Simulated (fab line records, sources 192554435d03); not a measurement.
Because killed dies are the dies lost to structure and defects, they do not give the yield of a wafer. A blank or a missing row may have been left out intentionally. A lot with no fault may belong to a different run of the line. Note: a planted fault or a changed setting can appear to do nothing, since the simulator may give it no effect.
A lot that was struck, set against a sound lot || flow n5_finfet || 36 steps out of a route of 1938
Sound: these wafers, L244.3, L244.5, L244.6. Struck: wafers L259.4, L259.6. (L259.3 of the same lot was not struck and is left out.) The cause comes at the end.
Per side, at each step with rows, come the tool, then ch with its chambers, and then its first start. Under that, the readings that differ: sound wafers || struck wafers || difference of the means || sigmas: that difference in standard deviations of wafers without a fault.
alike: words and numbers the same on both sides, and readings whose means are apart by under 2 such deviations; not compared: readings that were withheld, readings missing a value for some wafer, numbers with overlapping values and no deviation given by the record, and bounds like >300 which may hide the same value.
Wherever a step has rows on one side only, a row that says differs or no value, or a row with sigmas, the two part there. Numbers that have no deviation but don't overlap get no sigmas and don't part them. Lack of a reading on every wafer of one side parts them only where that side has two or more wafers.

first, 12 steps without rows for these wafers: N5_BEOL_M1_SPUTTER_81 (material Cu, target thk 4.5 nm, time 8.29 s); N5_BEOL_M1_ANNEAL_82 (time 240 s); N5_BEOL_M1_SPUTTER_86 (material Cu, target thk 4.5 nm, time 8.29 s); N5_BEOL_M1_ANNEAL_87 (time 240 s); N5_BEOL_M1_SPUTTER_88 (material Cu, target thk 4.5 nm, time 8.29 s); N5_BEOL_M1_ANNEAL_89 (time 240 s); N5_BEOL_M1_SPUTTER_90 (material Cu, target thk 4.5 nm, time 8.29 s); N5_BEOL_M1_ANNEAL_91 (time 240 s); N5_BEOL_M1_SPUTTER_92 (material Cu, target thk 4.5 nm, time 8.29 s); N5_BEOL_M1_ANNEAL_93 (time 240 s); N5_BEOL_M1_SPUTTER_94 (material Cu, target thk 4.5 nm, time 8.29 s); N5_BEOL_M1_ANNEAL_95 (time 240 s).
N5_BEOL_M1_SPUTTER_96: material Cu, target thk 4.5 nm, time 8.29 s.
  sound: pvd_sputter-03 at day 6 17:53; struck: pvd_sputter-03 at day 10 19:52
  alike: chamber_pressure_pa, throttle_valve_pct
then, 22 steps without rows for these wafers: N5_BEOL_M1_ECD_50 (material Cu, target thk 300 nm); N5_BEOL_M1_ANNEAL_51 (time 90 s); N5_BEOL_M1_CMP_52 (polishes, stops on SiOC, t overpolish 6.8 s, target thk 40 nm); N5_BEOL_M1_PRE_CLEAN_60 (time 15 s); N5_BEOL_M1_CO_CAP_55 (material Co, precursor CCTBA/H2, target thk 2 nm, time 102.1 s); N5_BEOL_M1_PRE_CLEAN_56 (time 15 s); N5_BEOL_M1_DEP_57 (deposits SiCN from 3MS/NH3, target thk 8 nm, time 14 s); N5_BEOL_M2_ILD_DEP_00 (deposits SiOC from DEMS/O2, target thk 79 nm, time 15.3 s); N5_BEOL_M2_PECVD_72 (deposits SiO2 from TEOS/O2, target thk 16 nm, time 18 s); N5_BEOL_M2_HM_DEP_02 (deposits TiN, target thk 20 nm); N5_BEOL_M2_COAT_61 (time 60 s, resist thk 60 nm); N5_BEOL_M2_COAT_62 (time 60 s, resist thk 12 nm); N5_BEOL_M2_COAT_73 (time 60 s, resist thk 5 nm); N5_BEOL_M2_COAT_05 (resist thk 30 nm); N5_BEOL_M2_EBR_07; N5_BEOL_M2_SOFTBAKE_06 (time 60 s); N5_BEOL_M2_EXPOSE_08 (exposes mask M2); N5_BEOL_M2_PEB_09 (peb time 60 s); N5_BEOL_M2_DEVELOP_10 (develop time 30 s); N5_BEOL_M2_DESCUM_16 (chemistry O2, time 7 s); N5_BEOL_M2_ETCH_74 (etches underlayer in N2/H2, target depth 6.5 nm, time 5.2 s); N5_BEOL_M2_ETCH_63 (etches SiARC in CF4, target depth 15.6 nm, time 26 s).
-- record jumps: 5 days separate the struck wafers' starts on either side; left off in module BEOL_M2, taken up again in module PASSIVATION, whose first shown step is the route's number 1936 --
N5_PASSIVATION_PROBE_49:
  record: rows for the struck wafers here (prober-02, day 16 05:04), none for the sound ones

== WHERE THEY PART ==
N5_PASSIVATION_PROBE_49 only, going by this record.

WHY: the cause the simulator had injected
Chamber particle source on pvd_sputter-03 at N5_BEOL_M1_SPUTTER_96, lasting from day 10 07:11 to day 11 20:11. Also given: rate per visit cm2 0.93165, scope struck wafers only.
